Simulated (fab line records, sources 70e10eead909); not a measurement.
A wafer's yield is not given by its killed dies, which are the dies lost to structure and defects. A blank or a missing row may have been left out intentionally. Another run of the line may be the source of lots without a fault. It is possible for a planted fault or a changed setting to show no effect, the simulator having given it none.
What tool caused it?    flow nand harc    11 lots with 31 wafers sampled at 6 steps, on a route of 1302 steps

WHAT THE GAUGES SHOWED, per wafer
NHARC_END_SORT_01.
lot   measured      on         killed at array
L126  day 30 21:55  prober-02  26

WHICH TOOL RAN EACH LOT (tool, then ch and the chambers of the sampled wafers, then the start)
lot   NHARC_P_CONTACT_ETCH_18             NHARC_P_M0_DESCUM_14                NHARC_P_M0_ETCH_34                  NHARC_P_M0_STRIP_18                 NHARC_P_M0_PVD_20
L113  rie diel-02 ch 0,2,3, day 6 11:38   rie diel-03 ch 0,1,3, day 6 15:20   rie diel-03 ch 0,1,3, day 6 15:26   rie diel-03 ch 1,2,3, day 6 15:43   pvd sputter-01, no start
L115  rie diel-01 ch 0,2,3, day 7 03:00   rie diel-03 ch 0,3, day 7 06:54     rie diel-03 ch 0,2,3, day 7 07:00   rie diel-03 ch 2,3, day 7 07:17     pvd sputter-02, no start
L116  rie diel-01 ch 1,2,3, day 7 15:12   rie diel-03 ch 0,1,2, day 7 18:50   rie diel-03 ch 0,2,3, day 7 18:55   rie diel-03 ch 0,1,2, day 7 19:14   pvd sputter-01, no start
L117  rie diel-02 ch 0,1,2, day 8 04:05   rie diel-03 ch 1,3, day 8 07:37     rie diel-03 ch 0,2,3, day 8 07:42   rie diel-08 ch 1,3, day 8 07:59     pvd sputter-02, no start
L119  rie diel-05 ch 0,1,2, day 8 13:56   rie diel-08 ch 2,3, day 8 17:29     rie diel-08 ch 1,2, day 8 17:35     rie diel-08 ch 0,1,2, day 8 17:54   pvd sputter-03, no start
L121  rie diel-05 ch 2,3, day 9 11:22     rie diel-03 ch 0,3, day 9 15:04     rie diel-03 ch 2,3, day 9 15:08     rie diel-03 ch 1,2,3, day 9 15:29   pvd sputter-02, no start
L123  rie diel-01 ch 0,2,3, day 10 17:39  rie diel-03 ch 0,1, day 10 21:13    rie diel-03 ch 1,2,3, day 10 21:17  rie diel-04 ch 0,1,3, day 10 21:35  pvd sputter-03, no start
L126  rie diel-01 ch 0, day 12 02:29      rie diel-03 ch 3, day 12 09:28      rie diel-03 ch 2, day 12 09:33      rie diel-03 ch 3, day 12 09:56      pvd sputter-02, day 30 21:55 or earlier
L132  rie diel-02 ch 1,2,3, day 13 23:20  rie diel-03 ch 1,2,3, day 14 03:01  rie diel-03 ch 1,2,3, day 14 03:06  rie diel-03 ch 0,1,3, day 14 03:23  pvd sputter-02, no start
L133  rie diel-02 ch 0,1,3, day 14 11:07  rie diel-03 ch 0,1,3, day 14 15:22  rie diel-03 ch 0,2,3, day 14 15:26  rie diel-03 ch 0,1,3, day 14 15:44  pvd sputter-03, no start
L135  rie diel-05 ch 0,1,3, day 15 14:11  rie diel-03 ch 2,3, day 15 17:44    rie diel-03 ch 0,2,3, day 15 17:50  rie diel-03 ch 0,2,3, day 15 18:08  pvd sputter-01, no start
- NHARC_P_CONTACT_ETCH_18: etches the open film in C4F8/O2/Ar, target depth 481 nm, time 240.5 s.
- NHARC_P_M0_DESCUM_14: chemistry O2, time 3 s.
- NHARC_P_M0_ETCH_34: etches the open film in N2/H2, target depth 40 nm, overetch 12 nm, time 43.94 s.
- NHARC_P_M0_STRIP_18: strips in N2/H2.
- NHARC_P_M0_PVD_20: deposits TaN, target thk 5 nm, time 8.06 s.

THE ANSWER, worked out from the rows above alone
Rule: usual is defined by the lots themselves. The widest of any qualifying gaps counts: lots, ordered by their means at a reading, are off when they make up no more than a third of the lots, leave a main group of 4 or more, and stand apart from it by 3 or more times the standard deviation of that group's means. A main group is skipped when, at the precision printed for the reading in the tables above, its means are all equal. A lot without any number at a reading at which 4 lots or more have one is off too. Any other lot the step has rows for is counted as sound.
No lot is off at any reading shown: from this, nothing can be told.

WHAT THE SIMULATOR HAD INSERTED
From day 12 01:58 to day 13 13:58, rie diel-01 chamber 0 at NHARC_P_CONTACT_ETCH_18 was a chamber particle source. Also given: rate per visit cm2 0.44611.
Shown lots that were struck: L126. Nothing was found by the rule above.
